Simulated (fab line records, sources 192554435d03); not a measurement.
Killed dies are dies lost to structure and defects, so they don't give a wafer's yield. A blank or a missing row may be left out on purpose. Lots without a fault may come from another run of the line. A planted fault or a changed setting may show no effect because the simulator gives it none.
Chamber matching | flow n5_finfet | N5_BEOL_M0_ALD_136 on ald_metal-02: 4 sister chambers
The step deposits TaN, pulse time 2 s, purge time 3 s, co reactant purge time 2 s. 8 wafers are shown with their chamber, then 9 later ones without.

WAFERS WITH THEIR CHAMBER
wafer  | chamber | heater_power_w (W) | precursor_vessel_temp_c (C)
L079.1 | 0       | 442                | 75.01
L079.4 | 2       | 454                | 75.16
L079.5 | 1       | 423                | 75.12
L081.3 | 1       | 401                | 74.99
L081.6 | 3       | 415                | 75.05
L080.3 | 2       | 450                | 75.00
L080.4 | 0       | 430                | 74.78
L080.5 | 3       | 419                | 74.91

WAFERS WITHOUT THEIR CHAMBER
wafer  | heater_power_w (W) | precursor_vessel_temp_c (C)
L083.2 | 411                | 75.19
L083.3 | 458                | 74.80
L083.5 | 406                | 75.22
L090.4 | 422                | 74.85
L090.5 | 417                | 75.14
L090.6 | 420                | 75.14
L095.2 | 414                | 75.08
L095.5 | 404                | 74.99
L095.6 | 459                | 75.01

WHICH CHAMBER EACH WENT THROUGH
wafer  | from the rows above          | in truth
L083.2 | can't be placed: 1 or 3      | 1
L083.3 | can't be placed: 2 or 0      | 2
L083.5 | can't be placed: 1 or 3      | 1
L090.4 | can't be placed: 3 or 0 or 1 | 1
L090.5 | can't be placed: 1 or 3      | 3
L090.6 | can't be placed: 1 or 3 or 0 | 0
L095.2 | can't be placed: 1 or 3      | 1
L095.5 | can't be placed: 1 or 3      | 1
L095.6 | can't be placed: 2 or 0      | 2
Placed correctly: 0 of 9. Can't be placed from these rows: 9 (the true chamber is among the candidates in 9). Placed wrongly: 0.
How it was worked out, from the rows above alone: a wafer's distance from a chamber is the root of the sum, over the readings, of the square of ((its reading less the chamber's mean) divided by the reading's scatter). The wafer belongs to the nearest chamber; if the next one is less than 2 further off, it can't be placed. A chamber's mean is the mean of its shown wafers. The scatter: the root of (the sum of the squares of (reading less its chamber's mean) over the shown wafers, divided by (wafers less chambers)).
